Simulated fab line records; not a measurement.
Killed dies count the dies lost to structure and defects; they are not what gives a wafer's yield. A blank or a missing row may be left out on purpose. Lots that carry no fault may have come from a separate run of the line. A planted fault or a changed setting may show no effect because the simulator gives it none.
3 desks, one fault    flow n5 finfet    numbers are kept per desk, each desk with only its own; the story behind them comes last

== THE TOOL OWNER'S DESK: pecvd-04 ==
The tool's own readings at N5_FIN_SAQP_HM_DEP_72 (deposits SiO2 from SiH4/N2O, target thk 12 nm, time 7.2 s): means of the sampled wafers that have a number, for each lot that ran on this tool. A lot is out of limits, marked OUT, if its mean lies more than 4 standard deviations from the usual mean; the brackets give that distance.
Columns: A = heater power w at N5_FIN_SAQP_HM_DEP_72, usual 734 W; B = showerhead plenum p Torr at N5_FIN_SAQP_HM_DEP_72, usual 8.11 Torr
lot   first seen here  A    B
L139  day 3 09:01      883  8.17
L152  day 6 16:44      874  8.07
L156  day 7 15:22      759  8.02
This desk's finding: nothing out of limits on any of the 3 lots.

== FROM THE METROLOGY DESK ==
What the gauges read, lot by lot, whatever tool the lot ran on: means of the sampled wafers that have a number. A lot is out of limits, marked OUT, if its mean lies more than 4 standard deviations from the usual mean; the brackets give that distance.
Columns: A = thk nm at N5_FIN_SAQP_THK_MEAS_05, usual 38.0 nm; B = thk nm at N5_FIN_SAQP_THK_MEAS_07, usual 59.9 nm; C = cd nm at N5_FIN_SAQP_CD_MEAS_16, usual 35.8 nm; D = FIN_CORE_OVL at N5_FIN_SAQP_OVL_MEAS_17, usual -0.4 nm
lot   first seen here  A     B     C     D
L139  day 3 08:46      38.6  60.0  35.2  0.2
L143  day 4 09:04      37.7  58.8  36.0  0.0
L144  day 4 14:52      38.2  61.0  35.8  -0.6
L152  day 6 16:30      37.8  60.4  36.1  0.4
L155  day 7 09:49      38.0  60.6  35.6  -0.7
L156  day 7 15:07      38.6  59.6  35.8  -0.6
This desk's finding: nothing out of limits on any of the 6 lots.

== THE DEFECT DESK ==
Per lot, the means of the sampled wafers with a number show what the inspections along the route counted. A lot is out of limits, marked OUT, if its mean lies more than 4 standard deviations from the usual mean; the brackets give that distance.
Columns: A = raw defect count at N5_FIN_SAQP_INSPECT_18, usual 386
lot   first seen here  A
L139  day 3 09:31      413
L143  day 4 09:42      426
L144  day 4 15:38      335
L152  day 6 17:15      384
L155  day 7 10:34      488
L156  day 7 15:52      440
This desk's finding: nothing out of limits on any of the 6 lots.

== ALL TOGETHER ==
Nothing out of limits was seen by the tool owner's desk.
Nothing out of limits was seen by the metrology desk.
Nothing out of limits was seen by the defect desk.

== WHAT HAD BEEN PUT IN BY THE SIMULATOR ==
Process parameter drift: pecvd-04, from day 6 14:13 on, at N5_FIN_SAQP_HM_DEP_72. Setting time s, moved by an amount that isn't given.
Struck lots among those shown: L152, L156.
